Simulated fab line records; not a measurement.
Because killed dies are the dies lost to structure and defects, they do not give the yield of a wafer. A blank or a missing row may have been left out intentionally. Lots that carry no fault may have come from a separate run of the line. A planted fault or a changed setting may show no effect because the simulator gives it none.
Matching of chambers / flow n5_finfet / N5_MOL_CONTACT_COAG_ALD_133 on ald_sin-01 has 4 sister chambers
The step deposits SiO2, target thk 5 nm, pulse time 1 s, co reactant pulse time 1 s. 4 wafers are shown with their chamber, then 9 later ones without.

EACH WAFER AND ITS CHAMBER
wafer=L090.5; chamber=0; heater_power_w (W)=66
wafer=L092.1; chamber=1; heater_power_w (W)=66
wafer=L092.2; chamber=2; heater_power_w (W)=95
wafer=L092.4; chamber=3; heater_power_w (W)=67

WAFERS MISSING THEIR CHAMBER
wafer=L094.1; heater_power_w (W)=68
wafer=L094.2; heater_power_w (W)=93
wafer=L094.3; heater_power_w (W)=68
wafer=L094.4; heater_power_w (W)=64
wafer=L094.5; heater_power_w (W)=66
wafer=L094.6; heater_power_w (W)=70
wafer=L096.1; heater_power_w (W)=64
wafer=L096.2; heater_power_w (W)=68
wafer=L096.3; heater_power_w (W)=93

EACH ONE'S CHAMBER
wafer=L094.1; from the rows above=can't be placed: 3 or 0 or 1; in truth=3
wafer=L094.2; from the rows above=2; in truth=2
wafer=L094.3; from the rows above=can't be placed: 3 or 0 or 1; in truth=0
wafer=L094.4; from the rows above=can't be placed: 0 or 1 or 3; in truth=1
wafer=L094.5; from the rows above=can't be placed: 0 or 1 or 3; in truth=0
wafer=L094.6; from the rows above=can't be placed: 3 or 0 or 1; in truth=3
wafer=L096.1; from the rows above=can't be placed: 0 or 1 or 3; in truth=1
wafer=L096.2; from the rows above=can't be placed: 3 or 0 or 1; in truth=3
wafer=L096.3; from the rows above=2; in truth=2
2 of 9 placed correctly. Can't be placed from these rows: 7 (the true chamber is among the candidates in 7). Placed wrongly: 0.
How it was worked out, from the rows above alone: a wafer's distance from a chamber is the root of the sum, over the readings, of the square of ((its reading less the chamber's mean) divided by the reading's scatter). If the next closest chamber is less than 2 further off than the closest, the wafer can't be placed; otherwise it belongs to the closest. Each chamber's mean is taken over the wafers shown for it. The scatter (one wafer shown for each chamber): square how far every hidden wafer sits from the nearest shown wafer, average those squares and take the square root.
